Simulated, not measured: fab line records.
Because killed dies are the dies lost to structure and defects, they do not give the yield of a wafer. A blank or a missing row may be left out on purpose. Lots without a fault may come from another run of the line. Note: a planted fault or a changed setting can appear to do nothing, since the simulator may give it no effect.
Problem report, 8D (eight disciplines) form, completed by code -- flow n5_finfet -- the parts of the form that need people (team, actions taken, sign-off) are left out

1. WHAT WENT WRONG
A mean of 1108 is read at N5_PASSIVATION_PROBE_49 for killed_at_M4_up, taken on 1 wafer of 1 lot, against 14 (standard deviation 5.2) on wafers free of any fault. That is +99 or more standard deviations from the usual mean.
The first sign was on wafer L866.3 at day 16 10:10, on prober-02. The record holds 3 wafers of 1 lot with a number at this step. Rule for "out", or "out of limits": more than 4 standard deviations from the usual mean. All remaining wafers that have a number are taken as sound.

2. WHAT IT IS; WHAT IT IS NOT
question,is,is not
which readings at this step,"killed_at_M4_up, defect_limited_yield, killed_dies, killed_on_rim, sort_bin_5_function, sort_n_pass, sort_yield_pct","killed_at_M0_to_M3, killed_at_contacts, killed_at_front_end, killed_at_other, killed_open, killed_short, sort_bin_6_memory"
which lots,L866,-
which wafers of those lots,L866.3,"L866.2, L866.4"
read on which tools,prober-02,-
when,from day 16 10:10,up to then (1 sound wafer); but 1 sound wafer of L866 came after

3. WHAT RULES OUT EACH SUSPECT
Counting: any tool at a process step up to the reading remains a suspect provided it ran every lot that is out. Sound lots after the first of them don't rule it out here, since some wafers of a struck lot are sound.
- rie_diel-06 at N5_BEOL_M10_VIA_ETCH_34 (etches SiCOH lowk in C4F6/O2, target depth 184.5 nm, time 69.2 s): kept. It ran the lot that is out, L866 (day 13 22:14).
- rie_diel-06 at N5_MIM_BOT_ETCH_ETCH_04 (etches SiNx in CF4/O2, target depth 26 nm, time 13 s): kept. It ran the lot that is out, L866 (day 15 23:22).
- pecvd-03 at N5_PASSIVATION_PECVD_01 (deposits SiNx from SiH4/NH3/N2, target thk 200 nm, time 43.2 s): kept. It ran the lot that is out, L866 (day 16 00:19).
- rie_diel-01 at N5_PASSIVATION_PASS_ETCH_74 (etches SiNx in CF4/O2, target depth 220 nm, time 110 s): kept. It ran the lot that is out, L866 (day 16 02:34).
- prober-02 at N5_PASSIVATION_PROBE_49: kept. It ran the lot that is out, L866 (day 16 10:07). Its own readings are out on those wafers: defect_limited_yield, killed_at_M4_up, killed_dies, killed_on_rim, sort_bin_5_function, sort_n_pass, sort_yield_pct.
- At N5_BEOL_M10_VIA_ETCH_34, inside rie_diel-06: chamber 2 took the wafers that are out, while their sound lot-mates went through chambers 0, 3.
Left after counting: rie_diel-06 at N5_BEOL_M10_VIA_ETCH_34, rie_diel-06 at N5_MIM_BOT_ETCH_ETCH_04, pecvd-03 at N5_PASSIVATION_PECVD_01, rie_diel-01 at N5_PASSIVATION_PASS_ETCH_74, prober-02 at N5_PASSIVATION_PROBE_49.

4. THE CAUSE (what the simulator had put in)
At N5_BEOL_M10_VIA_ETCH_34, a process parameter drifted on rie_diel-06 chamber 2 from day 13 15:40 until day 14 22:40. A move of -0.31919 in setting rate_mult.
Counting left 5 suspects, and this tool is among them.

5. THE CHAIN OF EFFECTS, in route order
Each row: a reading whose mean over the struck wafers that have a number lies more than 3 standard deviations from the usual. Only readings whose record carries a usual standard deviation are examined. hours: median over the lots of the time between each lot's start at the first step of this table that gives one and its start at this step. sigmas: the change, counted in usual standard deviations.
hours,step,reading,usual,on struck wafers,change,sigmas
0,N5_PASSIVATION_PROBE_49,defect_limited_yield,91.1 %,0.0,-91.1,-65
0,N5_PASSIVATION_PROBE_49,killed_at_M4_up,14,1108,+1094,+99 or more
0,N5_PASSIVATION_PROBE_49,killed_dies,105,1180,+1075,+67
0,N5_PASSIVATION_PROBE_49,killed_on_rim,14,152,+138,+31
0,N5_PASSIVATION_PROBE_49,sort_bin_5_function,5.2 %,97.5,+92.3,+99 or more
0,N5_PASSIVATION_PROBE_49,sort_n_pass,1074,0,-1074,-67
0,N5_PASSIVATION_PROBE_49,sort_yield_pct,91.1 %,0.0,-91.1,-65
The process steps in it:
- N5_PASSIVATION_PROBE_49

6. HOW IT WOULD HAVE BEEN CAUGHT EARLIER
First out-of-limits reading in this record: day 16 10:10, which is 66 hours after fault onset at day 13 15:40.
Of the tool readings at N5_BEOL_M10_VIA_ETCH_34 for which the record gives a usual standard deviation, none was out on any struck wafer, so an alarm limit of 4 standard deviations on them would not have fired.
By day 16 10:10 the whole set of lots that are out, 1 in number, had already begun N5_BEOL_M10_VIA_ETCH_34 on rie_diel-06. Had the tool been put on hold then, not one of them would have been saved.
